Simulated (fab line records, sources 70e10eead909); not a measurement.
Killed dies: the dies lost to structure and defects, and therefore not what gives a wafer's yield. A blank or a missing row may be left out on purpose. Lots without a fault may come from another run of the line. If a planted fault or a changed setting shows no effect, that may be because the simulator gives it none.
Which of the tools did it? | flow nand harc | 13 lots, 39 wafers sampled, at 5 steps of a route of 1159

WHAT THE GAUGES READ, wafer by wafer
NHARC_P_BONDPAD_OVL_MEAS_38.
lot  | measured     | on         | overlay x nm (nm) | overlay y nm (nm)
L108 | day 6 09:36  | overlay-01 | 13 13 13          | 1 1 1
L109 | day 6 19:02  | overlay-02 | 9 9 9             | -7 -7 -7
L110 | day 6 19:19  | overlay-01 | 1 1 2             | -2 -2 -2
L114 | day 8 00:40  | overlay-01 | -4 -4 -4          | 5 4 4
L116 | day 8 05:37  | overlay-02 | 3 3 3             | -3 -3 -3
L122 | day 10 04:05 | overlay-02 | 1 1 1             | -9 -9 -10
L123 | day 10 04:29 | overlay-02 | -15 -15 -14       | 0 1 1
L125 | day 10 22:03 | overlay-02 | -3 -3 -3          | 3 4 3
L127 | day 11 12:14 | overlay-02 | 7 6 7             | -2 -1 -1
L126 | day 11 12:55 | overlay-01 | -2 -2 -1          | -3 -3 -3
L129 | day 11 14:25 | overlay-01 | 1 2 1             | 7 7 6
L130 | day 11 20:17 | overlay-02 | -2 -3 -3          | 0 -1 0
L131 | day 12 04:28 | overlay-01 | -3 -2 -3          | -3 -3 -3

NHARC_END_SORT_01.
lot  | measured     | on        | killed at array | killed at other | killed at periphery | killed dies | killed open | killed short
L122 | day 25 10:55 | prober-01 | 20 30 37        | 3 2 0           | 4 0 2               | 27 32 39    | 2 2 0       | 1 2 1
L125 | day 25 20:18 | prober-01 | 54 64 54        | 1 0 0           | 4 3 3               | 59 67 57    | 3 2 3       | 5 3 2

WHICH TOOL RAN EACH LOT (tool, then ch and the chambers of the sampled wafers, then the start)
lot  | NHARC_A_CHANNEL_HOLE_D1_SOFTBAKE_05 | NHARC_A_CHANNEL_HOLE_D1_DESCUM_15  | NHARC_A_CHANNEL_HOLE_D1_ETCH_25
L108 | litho track-01 ch 0, day 8 08:00    | rie diel-09 ch 0,1,3, day 8 09:06  | har etch-01 ch 0,1, day 8 13:11
L109 | litho track-06 ch 0, day 8 14:00    | rie diel-09 ch 0,3, day 8 15:14    | har etch-01 ch 0,1, day 8 20:03
L110 | litho track-01 ch 0, day 8 14:00    | rie diel-06 ch 1,3, day 8 15:05    | har etch-02 ch 0,1, day 8 19:20
L114 | litho track-06 ch 0, day 10 02:00   | rie diel-06 ch 0,1,3, day 10 02:59 | har etch-02 ch 1, day 10 07:03
L116 | litho track-06 ch 0, day 10 01:00   | rie diel-09 ch 1,2,3, day 10 02:31 | har etch-01 ch 0,1, day 10 06:52
L122 | litho track-04 ch 0, day 11 23:00   | rie diel-09 ch 0,1,3, day 12 00:11 | har etch-02 ch 0,1, day 12 04:16
L123 | litho track-01 ch 0, day 12 01:00   | rie diel-09 ch 1,3, day 12 01:49   | har etch-01 ch 0,1, day 12 05:54
L125 | litho track-01 ch 0, day 12 15:00   | rie diel-09 ch 1,2,3, day 12 16:22 | har etch-01 ch 0,1, day 12 20:45
L127 | litho track-04 ch 0, day 13 07:00   | rie diel-09 ch 0,1,2, day 13 07:55 | har etch-02 ch 0,1, day 13 12:26
L126 | litho track-01 ch 0, day 13 07:00   | rie diel-05 ch 1,2,3, day 13 07:46 | har etch-01 ch 0, day 13 11:50
L129 | litho track-04 ch 0, day 13 10:00   | rie diel-09 ch 1,2,3, day 13 11:16 | har etch-01 ch 0,1, day 13 16:00
L130 | litho track-01 ch 0, day 13 17:00   | rie diel-05 ch 0,3, day 13 17:33   | har etch-02 ch 0,1, day 13 22:08
L131 | litho track-06 ch 0, day 14 03:00   | rie diel-09 ch 0,1,2, day 14 04:23 | har etch-02 ch 0,1, day 14 12:53
- NHARC_A_CHANNEL_HOLE_D1_SOFTBAKE_05: time 55 s.
- NHARC_A_CHANNEL_HOLE_D1_DESCUM_15: chemistry O2, time 3 s.
- NHARC_A_CHANNEL_HOLE_D1_ETCH_25: etches the open film in C4F8/O2/Ar, time 1040.2 s, target depth 1500 nm.

AS READ BY THE TOOLS THEMSELVES (means over the sampled wafers that have a number; for cases with no such wafer, the mark the record gives instead)
NHARC_A_CHANNEL_HOLE_D1_SOFTBAKE_05.
lot  | tool           | chill plate temp C (C) | heater power total W (W)
L108 | litho track-01 | 22.98                  | 188.47
L109 | litho track-06 | 22.91                  | 188.40
L110 | litho track-01 | 22.98                  | 188.47
L114 | litho track-06 | 23.08                  | 194.74
L116 | litho track-06 | 22.96                  | 194.90
L122 | litho track-04 | 22.92                  | 188.34
L123 | litho track-01 | 22.90                  | 188.41
L125 | litho track-01 | 22.98                  | 188.35
L127 | litho track-04 | 22.95                  | 188.37
L126 | litho track-01 | 22.97                  | 188.36
L129 | litho track-04 | 22.98                  | 188.47
L130 | litho track-01 | 23.13                  | 188.42
L131 | litho track-06 | 22.99                  | 188.58

NHARC_A_CHANNEL_HOLE_D1_DESCUM_15.
lot  | tool        | drypump motor current A (A) | oes product au (a.u.) | rf vpp V (V) | showerhead plenum p Torr (Torr) | throttle valve pct (%)
L108 | rie diel-09 | 5.8                         | 0.990                 | 58.1         | 2.00                            | 11.308
L109 | rie diel-09 | 5.4                         | 0.985                 | 58.8         | 2.01                            | 11.313
L110 | rie diel-06 | 6.0                         | 0.986                 | 57.8         | 1.78                            | 11.312
L114 | rie diel-06 | 6.1                         | 0.984                 | 57.4         | 1.84                            | 11.309
L116 | rie diel-09 | 6.1                         | 0.993                 | 57.8         | 2.01                            | 11.314
L122 | rie diel-09 | 5.8                         | 0.988                 | 58.3         | 2.00                            | 11.313
L123 | rie diel-09 | 6.2                         | 1.006                 | 58.0         | 1.99                            | 11.312
L125 | rie diel-09 | 6.1                         | 0.985                 | 58.0         | 2.01                            | 11.301
L127 | rie diel-09 | 6.0                         | 0.980                 | 57.7         | 2.00                            | 11.303
L126 | rie diel-05 | 5.9                         | 1.009                 | 58.9         | 2.00                            | 11.309
L129 | rie diel-09 | 6.1                         | 0.991                 | 58.2         | 2.01                            | 11.313
L130 | rie diel-05 | 5.2                         | 1.010                 | 59.1         | 1.94                            | 11.308
L131 | rie diel-09 | 6.0                         | 0.985                 | 58.2         | 2.00                            | 11.303

NHARC_A_CHANNEL_HOLE_D1_ETCH_25.
lot  | tool        | drypump motor current A (A) | showerhead plenum p Torr (Torr) | throttle valve pct (%)
L108 | har etch-01 | 5.5                         | 3.79                            | 32.241
L109 | har etch-01 | 5.5                         | 3.79                            | 32.231
L110 | har etch-02 | 6.3                         | 3.75                            | 32.232
L114 | har etch-02 | 6.7                         | 3.86                            | 32.231
L116 | har etch-01 | 5.5                         | 3.78                            | 32.240
L122 | har etch-02 | 6.0                         | 3.62                            | 32.238
L123 | har etch-01 | 5.5                         | 3.77                            | 32.244
L125 | har etch-01 | 5.5                         | 3.76                            | 32.238
L127 | har etch-02 | 6.3                         | 3.72                            | 32.225
L126 | har etch-01 | 5.5                         | 3.74                            | 32.234
L129 | har etch-01 | 5.5                         | 3.76                            | 32.240
L130 | har etch-02 | 6.4                         | 3.72                            | 32.239
L131 | har etch-02 | 6.3                         | 3.71                            | 32.238

THE ANSWER, worked out from the rows above alone
Rule: the lots themselves supply what counts as usual. The widest of any qualifying gaps counts: lots, ordered by their means at a reading, are off when they make up no more than a third of the lots, leave a main group of 4 or more, and stand apart from it by 3 or more times the standard deviation of that group's means. A main group is skipped when, at the precision printed for the reading in the tables above, its means are all equal. A lot without any number at a reading at which 4 lots or more have one is off too. Any other lot the step has rows for is counted as sound. Order of review: gauges by route order, followed by the tools' own readings, for which a lot's mean as printed above is used. The first step at which some lot is off is used, and at that step the reading that is off furthest; a lot without a number counts as furthest.
Off, at NHARC_A_CHANNEL_HOLE_D1_SOFTBAKE_05 on heater power total W: L114, L116. The main group: mean 188.42 W, standard deviation 0.068.
If a tool, at that step or one of the process steps before it, ran each lot that is off and ran no sound lot following the first of them, it fits. Of those tried, none fits.

WHAT WAS PUT IN BY THE SIMULATOR
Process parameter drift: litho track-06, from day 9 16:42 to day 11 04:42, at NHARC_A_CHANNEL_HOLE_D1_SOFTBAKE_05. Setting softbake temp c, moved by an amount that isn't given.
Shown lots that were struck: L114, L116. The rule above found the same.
